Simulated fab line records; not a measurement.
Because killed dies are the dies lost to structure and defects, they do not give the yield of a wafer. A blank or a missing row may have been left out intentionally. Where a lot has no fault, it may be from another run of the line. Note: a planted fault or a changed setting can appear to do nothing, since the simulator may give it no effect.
What tool caused it? | flow nand_harc | 39 wafers from 13 lots sampled at 4 of the route's 1302 steps

## WHAT EACH GAUGE READ, for each wafer
The record holds no reading of a measuring or inspecting step that can be judged against a usual standard deviation.

## TOOL THAT RAN EACH LOT (tool first, then ch and the chambers of the sampled wafers, then the start)
lot  | NHARC_A_STAIRCASE_ETCH_230                    | NHARC_A_STAIRCASE_TRIM_231                    | NHARC_A_STAIRCASE_ETCH_234         | NHARC_A_STAIRCASE_ETCH_236
L560 | rie_diel-06 ch 0,2,3, day 16 04:13 or earlier | rie_diel-06 ch 0,2,3, day 16 04:13 or earlier | rie_diel-06 ch 0,1,2, day 16 04:13 | rie_diel-06 ch 0,3, no start
L562 | rie_diel-06 ch 0,2,3, day 17 00:41 or earlier | rie_diel-06 ch 0,1,3, day 17 00:41 or earlier | rie_diel-06 ch 0,1,3, day 17 00:41 | rie_diel-06 ch 0,1,3, no start
L561 | rie_diel-12 ch 0,3, day 17 03:18 or earlier   | rie_diel-12 ch 0,1,2, day 17 03:18 or earlier | rie_diel-12 ch 0,2,3, day 17 03:18 | rie_diel-12 ch 0,2,3, no start
L568 | rie_diel-06 ch 0,1,2, day 19 05:11 or earlier | rie_diel-06 ch 0,1,2, day 19 05:11 or earlier | rie_diel-06 ch 0,2,3, day 19 05:11 | rie_diel-06 ch 0,2,3, no start
L575 | rie_diel-12 ch 1,2,3, day 21 16:17 or earlier | rie_diel-12 ch 1,2,3, day 21 16:17 or earlier | rie_diel-12 ch 1,2,3, day 21 16:17 | rie_diel-12 ch 0,1,2, no start
L574 | rie_diel-05 ch 2,3, day 21 16:26 or earlier   | rie_diel-05 ch 1,2,3, day 21 16:26 or earlier | rie_diel-05 ch 1,3, day 21 16:26   | rie_diel-05 ch 0,2, no start
L577 | rie_diel-06 ch 0,1,3, day 22 20:39 or earlier | rie_diel-06 ch 1,3, day 22 20:39 or earlier   | rie_diel-06 ch 0,1, day 22 20:39   | rie_diel-06 ch 1,2, no start
L576 | rie_diel-12 ch 0,1,3, day 22 21:01 or earlier | rie_diel-12 ch 0,1,2, day 22 21:01 or earlier | rie_diel-12 ch 0,2,3, day 22 21:01 | rie_diel-12 ch 0,1,3, no start
L578 | rie_diel-05 ch 0,1,3, day 23 05:46 or earlier | rie_diel-05 ch 0,1, day 23 05:46 or earlier   | rie_diel-05 ch 0,3, day 23 05:46   | rie_diel-05 ch 0,3, no start
L579 | rie_diel-05 ch 0,2, day 24 01:10 or earlier   | rie_diel-05 ch 0,2, day 24 01:10 or earlier   | rie_diel-05 ch 0,1,2, day 24 01:10 | rie_diel-05 ch 2,3, no start
L580 | rie_diel-06 ch 0,1,3, day 24 03:08 or earlier | rie_diel-06 ch 0,2, day 24 03:08 or earlier   | rie_diel-06 ch 0,2, day 24 03:08   | rie_diel-06 ch 0,1,2, no start
L581 | rie_diel-12 ch 0,2,3, day 24 15:53 or earlier | rie_diel-12 ch 0,1,3, day 24 15:53 or earlier | rie_diel-12 ch 0,1,3, day 24 15:53 | rie_diel-12 ch 0,2,3, no start
L582 | rie_diel-12 ch 1,3, day 24 18:34 or earlier   | rie_diel-12 ch 0,3, day 24 18:34 or earlier   | rie_diel-12 ch 0,2,3, day 24 18:34 | rie_diel-12 ch 1,2, no start
- NHARC_A_STAIRCASE_ETCH_230: etches the open film in C4F8/O2, target depth 100 nm, time 40.5 s.
- NHARC_A_STAIRCASE_TRIM_231: chemistry O2, time 211.2 s.
- NHARC_A_STAIRCASE_ETCH_234: etches the open film in C4F8/O2, target depth 100 nm, time 40.5 s.
- NHARC_A_STAIRCASE_ETCH_236: etches the open film in C4F8/O2, target depth 100 nm, time 40.5 s.

## WHAT THE TOOLS THEMSELVES READ (means of the sampled wafers that have a number; where no wafer has one, the mark that the record gives instead)
NHARC_A_STAIRCASE_ETCH_230. Usual: oes_product_au 0.960 a.u., standard deviation 0.019; rf_vpp_V 897 V, standard deviation 3.8.
lot  | tool        | oes_product_au (a.u.) | rf_vpp_V (V) | flag
L560 | rie_diel-06 | 0.962                 | 896          |
L562 | rie_diel-06 | 0.967                 | 897          |
L561 | rie_diel-12 | 0.936                 | 896          |
L568 | rie_diel-06 | 0.951                 | 897          |
L575 | rie_diel-12 | 0.983                 | 897          |
L574 | rie_diel-05 | 0.970                 | 902          |
L577 | rie_diel-06 | 0.981                 | 894          |
L576 | rie_diel-12 | 0.947                 | 896          |
L578 | rie_diel-05 | 0.970                 | 896          |
L579 | rie_diel-05 | 0.988                 | 899          |
L580 | rie_diel-06 | 0.970                 | 895          |
L581 | rie_diel-12 | 0.944                 | 897          |
L582 | rie_diel-12 | 0.974                 | 896          |

NHARC_A_STAIRCASE_TRIM_231. Usual: drypump_motor_current_A 5.7 A, standard deviation 0.39; oes_product_au 1.004 a.u., standard deviation 0.015; rf_vpp_V 57.9 V, standard deviation 0.82; showerhead_plenum_p_Torr 3.56 Torr, standard deviation 0.1; throttle_valve_pct 17.038 %, standard deviation 0.0089.
lot  | tool        | drypump_motor_current_A (A) | oes_product_au (a.u.) | rf_vpp_V (V) | showerhead_plenum_p_Torr (Torr) | throttle_valve_pct (%) | flag
L560 | rie_diel-06 | 5.5                         | 1.002                 | 58.3         | 3.56                            | 17.045                 |
L562 | rie_diel-06 | 5.7                         | 1.010                 | 58.5         | 3.51                            | 17.040                 |
L561 | rie_diel-12 | 5.9                         | 1.004                 | 57.8         | 3.57                            | 17.045                 |
L568 | rie_diel-06 | 5.8                         | 1.002                 | 57.3         | 3.53                            | 17.040                 |
L575 | rie_diel-12 | 5.6                         | 1.015                 | 58.2         | 3.56                            | 17.043                 |
L574 | rie_diel-05 | 5.9                         | 0.997                 | 57.7         | 3.65                            | 17.036                 |
L577 | rie_diel-06 | 5.7                         | 1.015                 | 57.6         | 3.46                            | 17.040                 |
L576 | rie_diel-12 | 5.9                         | 1.005                 | 57.6         | 3.54                            | 17.040                 |
L578 | rie_diel-05 | 5.8                         | 1.002                 | 57.2         | 3.50                            | 17.036                 |
L579 | rie_diel-05 | 5.7                         | 1.032                 | 58.9         | 3.63                            | 17.043                 |
L580 | rie_diel-06 | 5.6                         | 0.993                 | 58.6         | 3.56                            | 17.047                 |
L581 | rie_diel-12 | 5.8                         | 1.003                 | 57.9         | 3.52                            | 17.041                 |
L582 | rie_diel-12 | 5.7                         | 0.997                 | 57.5         | 3.52                            | 17.042                 |

NHARC_A_STAIRCASE_ETCH_234. Usual: oes_product_au 0.950 a.u., standard deviation 0.016; rf_vpp_V 897 V, standard deviation 3.6.
lot  | tool        | oes_product_au (a.u.) | rf_vpp_V (V) | flag
L560 | rie_diel-06 | 0.955                 | 896          |
L562 | rie_diel-06 | 0.968                 | 896          |
L561 | rie_diel-12 | 0.941                 | 897          |
L568 | rie_diel-06 | 0.898                 | 897          | OFF
L575 | rie_diel-12 | 0.967                 | 897          |
L574 | rie_diel-05 | 0.935                 | 897          |
L577 | rie_diel-06 | 0.961                 | 894          |
L576 | rie_diel-12 | 0.953                 | 897          |
L578 | rie_diel-05 | 0.958                 | 892          |
L579 | rie_diel-05 | 0.956                 | 898          |
L580 | rie_diel-06 | 0.961                 | 896          |
L581 | rie_diel-12 | 0.946                 | 896          |
L582 | rie_diel-12 | 0.949                 | 896          |

NHARC_A_STAIRCASE_ETCH_236. Usual: oes_product_au 0.950 a.u., standard deviation 0.015; rf_vpp_V 897 V, standard deviation 3.5.
lot  | tool        | oes_product_au (a.u.) | rf_vpp_V (V) | flag
L560 | rie_diel-06 | 0.950                 | 897          |
L562 | rie_diel-06 | 0.959                 | 895          |
L561 | rie_diel-12 | 0.949                 | 899          |
L568 | rie_diel-06 | 0.948                 | 897          |
L575 | rie_diel-12 | 0.953                 | 897          |
L574 | rie_diel-05 | 0.962                 | 899          |
L577 | rie_diel-06 | 0.944                 | 895          |
L576 | rie_diel-12 | 0.955                 | 896          |
L578 | rie_diel-05 | 0.940                 | 893          |
L579 | rie_diel-05 | 0.970                 | 898          |
L580 | rie_diel-06 | 0.949                 | 895          |
L581 | rie_diel-12 | 0.937                 | 897          |
L582 | rie_diel-12 | 0.959                 | 896          |

## THE ANSWER, worked out from the rows above alone
Rule: lot off if the mean of its wafers having a number is beyond 3 standard deviations from the usual mean. A lot without any number at a reading at which 4 lots or more have one is off too. Any other lot the step has rows for is counted as sound. The gauges are gone through in route order, then the tools' own readings, and for those a lot's mean is taken as printed above. At the first step where some lot is off, the reading lying furthest off is the one used; lots without a number count as furthest.
Off at NHARC_A_STAIRCASE_ETCH_234 (oes_product_au): L568.
A tool fits if, at that step or a process step before it, it ran every lot that is off, and no sound lot after the first of them. Because NHARC_A_STAIRCASE_ETCH_230 lacks a start for some lots, the hours and order of its lots are taken from NHARC_A_STAIRCASE_ETCH_234. Because NHARC_A_STAIRCASE_TRIM_231 lacks a start for some lots, the hours and order of its lots are taken from NHARC_A_STAIRCASE_ETCH_234. Of those tried, none fits.

## WHAT HAD BEEN PUT IN BY THE SIMULATOR
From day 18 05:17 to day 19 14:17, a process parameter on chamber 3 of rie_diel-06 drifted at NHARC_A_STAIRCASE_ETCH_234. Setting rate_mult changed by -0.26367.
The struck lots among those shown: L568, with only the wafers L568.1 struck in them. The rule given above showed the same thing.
